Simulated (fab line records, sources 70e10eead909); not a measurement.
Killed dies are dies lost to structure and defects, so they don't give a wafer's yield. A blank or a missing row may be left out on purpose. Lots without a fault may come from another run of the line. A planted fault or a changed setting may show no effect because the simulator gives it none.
A struck lot beside a sound one | flow nand_harc | 23 steps out of a route of 1159
Sound: wafers L135.2, L135.4, L135.6. Struck: wafers L144.1, L144.2, L144.3. The cause comes at the end.
At each step with rows: each side's tool, then ch and its chambers, then its first start. Under that, the readings that differ: sound wafers | struck wafers | difference of the means | sigmas: that difference in standard deviations of wafers without a fault.
alike: readings whose means differ by less than 2 such deviations, and words and numbers that are the same on both sides. not compared: withheld readings, readings that some wafer has no value for, bounds like >300 that may hide the same value, and numbers for which the record gives no deviation and whose values overlap.
The two part at a step that has a row with sigmas, a row that says differs or no value, or rows on one side only. Numbers that don't overlap but have no deviation are shown without sigmas and don't part them. A reading that every wafer of one side lacks parts them only if that side has two wafers or more.

first, 3 steps without rows for these wafers: NHARC_A_SLIT_EXPOSE_06 (exposes mask SLIT); NHARC_A_SLIT_PEB_07 (peb time 65 s); NHARC_A_SLIT_DEVELOP_08 (develop time 35 s).
NHARC_A_SLIT_CD_MEAS_09: target cd 300 nm.
  sound on cd_sem-01 ch 0, day 15 01:08; struck on cd_sem-03 ch 0, day 17 11:12
  alike: cd_nm
NHARC_A_SLIT_OVL_MEAS_10:
  sound on overlay-02, day 15 01:13; struck on overlay-02, day 17 11:17
  alike: overlay_x_nm, overlay_y_nm
NHARC_A_SLIT_INSPECT_11:
  sound on defect_inspect-01, day 15 01:16; struck on defect_inspect-01, day 17 11:20
  alike: raw_defect_count
NHARC_A_SLIT_DESCUM_14: chemistry O2, time 3 s.
  sound on rie_diel-09 ch 0,1,3, day 15 01:20; struck on rie_diel-07 ch 0,1,2, day 17 11:23
  alike: drypump_motor_current_A, o2_flow_sccm, oes_product_au, rf_vpp_V, showerhead_plenum_p_Torr, throttle_valve_pct
  not compared: rf_hours_counter_h
NHARC_A_SLIT_ETCH_24: etches the open film in CF4/CHF3, target depth 121 nm, time 60.5 s.
  sound on rie_diel-09 ch 1,3, day 15 01:24; struck on rie_diel-07 ch 0,1,2, day 17 11:29
  alike: cf4_flow_sccm, drypump_motor_current_A, oes_product_au, rf_vpp_V, showerhead_plenum_p_Torr, throttle_valve_pct
  not compared: rf_hours_counter_h
NHARC_A_SLIT_ETCH_15: etches the open film in O2/COS, target depth 3200 nm, time 832 s.
  sound on rie_diel-09 ch 0,2; struck on rie_diel-07 ch 0,1,2
  alike: drypump_motor_current_A, o2_flow_sccm, oes_product_au, rf_vpp_V, showerhead_plenum_p_Torr, throttle_valve_pct
  not compared: rf_hours_counter_h
then, 1 step without rows for these wafers: NHARC_A_SLIT_ETCH_17 (etches the open film in C4F8/O2/Ar, time 1687.5 s, target depth 10100 nm).
NHARC_A_SLIT_ETCH_26: etches the open film in C4F8/O2/Ar, time 90 s, target depth 400 nm.
  sound on har_etch-02 ch 0,1, day 15 03:37; struck on har_etch-01 ch 0,1, day 17 13:48
  alike: drypump_motor_current_A, o2_flow_sccm, showerhead_plenum_p_Torr, throttle_valve_pct
  not compared: rf_hours_counter_h
then, 1 step without rows for these wafers: NHARC_A_SLIT_STRIP_28 (strips in O2/COS).
NHARC_A_SLIT_ETCH_29: etches the open film in CF4/O2, target depth 100 nm, overetch 10 nm, time 55 s.
  sound on rie_diel-09 ch 1,2,3, day 15 04:14; struck on rie_diel-09 ch 1,2,3, day 17 14:25
  alike: cf4_flow_sccm, drypump_motor_current_A, o2_flow_sccm, oes_product_au, rf_vpp_V, showerhead_plenum_p_Torr, throttle_valve_pct
  not compared: rf_hours_counter_h
then, 3 steps without rows for these wafers: NHARC_A_SLIT_STRIP_18 (strips in O2); NHARC_A_SLIT_PRECLEAN_19 (cleans in SC1); NHARC_A_SLIT_SRD_20.
NHARC_A_SLIT_CD_MEAS_21:
  sound on cd_sem-03, day 15 04:46; struck on cd_sem-03, day 17 14:58
  alike: cd_nm
then, 3 steps without rows for these wafers: NHARC_A_SIN_REMOVE_WET_00 (chemistry H3PO4, time 15300 s); NHARC_A_SIN_REMOVE_PRECLEAN_01 (cleans in SC1); NHARC_A_SIN_REMOVE_SRD_02.
NHARC_A_SIN_REMOVE_INSPECT_04:
  sound on defect_inspect-01, day 15 12:26; struck on defect_inspect-02, day 17 20:50
  reading          | sound       | struck      | difference | sigmas
  raw_defect_count | 269 257 244 | 748 781 712 | +490       | +6
NHARC_A_WL_FILL_ALD_00: deposits Al2O3, target thk 3 nm, pulse time 3 s, ald cycles 30.
  sound on ald_hk-02 ch 1,3, day 15 12:31; struck on ald_hk-01 ch 0,2,3, day 17 20:55
  alike: heater_power_outer_w, heater_power_w, precursor_pulse_height_rel
-- the record jumps here: 4 days lie between the struck wafers' starts before and after (it left off in module A_WL_FILL and takes up again in module END, whose first step shown is number 1159 of the route) --
NHARC_END_SORT_01:
  the record has rows for the struck wafers here (prober-01 ch 0, day 22 07:55) and none for the sound ones

WHERE THEY PART
First at NHARC_A_SIN_REMOVE_INSPECT_04; last, within this record, at NHARC_END_SORT_01.

WHY: what the simulator had put in
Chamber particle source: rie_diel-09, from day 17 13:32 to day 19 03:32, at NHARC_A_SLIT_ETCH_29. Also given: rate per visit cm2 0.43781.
